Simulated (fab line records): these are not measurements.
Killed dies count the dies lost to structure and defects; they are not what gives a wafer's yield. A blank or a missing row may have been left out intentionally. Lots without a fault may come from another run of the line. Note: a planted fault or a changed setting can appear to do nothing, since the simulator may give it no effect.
Matching of chambers || flow nandHarc || 4 sister chambers for NHARC_HYBRID_BOND_ACTIVATE_00 on rieDiel-01
The step chemistry N2, time 60 s. 8 wafers are shown with their chamber, then 11 later ones without.

WAFERS, EACH WITH ITS CHAMBER
{"wafer": "L608.3", "chamber": 1, "drypumpMotorCurrentA (A)": 6.1, "oesProductAu (a.u.)": 1.013}
{"wafer": "L612.3", "chamber": 2, "drypumpMotorCurrentA (A)": 5.1, "oesProductAu (a.u.)": 0.985}
{"wafer": "L612.6", "chamber": 2, "drypumpMotorCurrentA (A)": 5.1, "oesProductAu (a.u.)": 0.982}
{"wafer": "L614.5", "chamber": 0, "drypumpMotorCurrentA (A)": 5.9, "oesProductAu (a.u.)": 1.016}
{"wafer": "L613.2", "chamber": 3, "drypumpMotorCurrentA (A)": 5.4, "oesProductAu (a.u.)": 0.991}
{"wafer": "L613.3", "chamber": 1, "drypumpMotorCurrentA (A)": 6.1, "oesProductAu (a.u.)": 0.997}
{"wafer": "L613.4", "chamber": 0, "drypumpMotorCurrentA (A)": 5.9, "oesProductAu (a.u.)": 1.016}
{"wafer": "L619.1", "chamber": 3, "drypumpMotorCurrentA (A)": 5.5, "oesProductAu (a.u.)": 0.985}

WAFERS WITH NO CHAMBER GIVEN
{"wafer": "L619.2", "drypumpMotorCurrentA (A)": 5.1, "oesProductAu (a.u.)": 0.982}
{"wafer": "L619.4", "drypumpMotorCurrentA (A)": 6.1, "oesProductAu (a.u.)": 0.992}
{"wafer": "L627.2", "drypumpMotorCurrentA (A)": 6.1, "oesProductAu (a.u.)": 0.990}
{"wafer": "L627.3", "drypumpMotorCurrentA (A)": 5.9, "oesProductAu (a.u.)": 0.986}
{"wafer": "L627.4", "drypumpMotorCurrentA (A)": 5.5, "oesProductAu (a.u.)": 0.986}
{"wafer": "L628.1", "drypumpMotorCurrentA (A)": 6.1, "oesProductAu (a.u.)": 0.983}
{"wafer": "L628.2", "drypumpMotorCurrentA (A)": 5.4, "oesProductAu (a.u.)": 0.986}
{"wafer": "L628.4", "drypumpMotorCurrentA (A)": 5.9, "oesProductAu (a.u.)": 0.995}
{"wafer": "L629.1", "drypumpMotorCurrentA (A)": 5.4, "oesProductAu (a.u.)": 0.993}
{"wafer": "L629.3", "drypumpMotorCurrentA (A)": 5.9, "oesProductAu (a.u.)": 1.001}
{"wafer": "L629.4", "drypumpMotorCurrentA (A)": 5.2, "oesProductAu (a.u.)": 1.002}

CHAMBER TAKEN BY EACH
{"wafer": "L619.2", "from the rows above": 2, "in truth": 2}
{"wafer": "L619.4", "from the rows above": 1, "in truth": 1}
{"wafer": "L627.2", "from the rows above": 1, "in truth": 1}
{"wafer": "L627.3", "from the rows above": "can't be placed: 0 or 1", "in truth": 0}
{"wafer": "L627.4", "from the rows above": 3, "in truth": 3}
{"wafer": "L628.1", "from the rows above": 1, "in truth": 1}
{"wafer": "L628.2", "from the rows above": 3, "in truth": 3}
{"wafer": "L628.4", "from the rows above": 0, "in truth": 0}
{"wafer": "L629.1", "from the rows above": 3, "in truth": 3}
{"wafer": "L629.3", "from the rows above": 0, "in truth": 0}
{"wafer": "L629.4", "from the rows above": 2, "in truth": 2}
10 of 11 placed correctly. Can't be placed from these rows: 1 (the true chamber is among the candidates in 1). Placed wrongly: 0.
How it was worked out, from the rows above alone: a wafer's distance from a chamber is the root of the sum, over the readings, of the square of ((its reading less the chamber's mean) divided by the reading's scatter). If the next closest chamber is less than 2 further off than the closest, the wafer can't be placed; otherwise it belongs to the closest. A chamber's mean is the mean of its shown wafers. How the scatter is found: for the shown wafers, subtract from each reading the mean of its chamber, square and add these, divide the total by (wafers less chambers), then take the root.
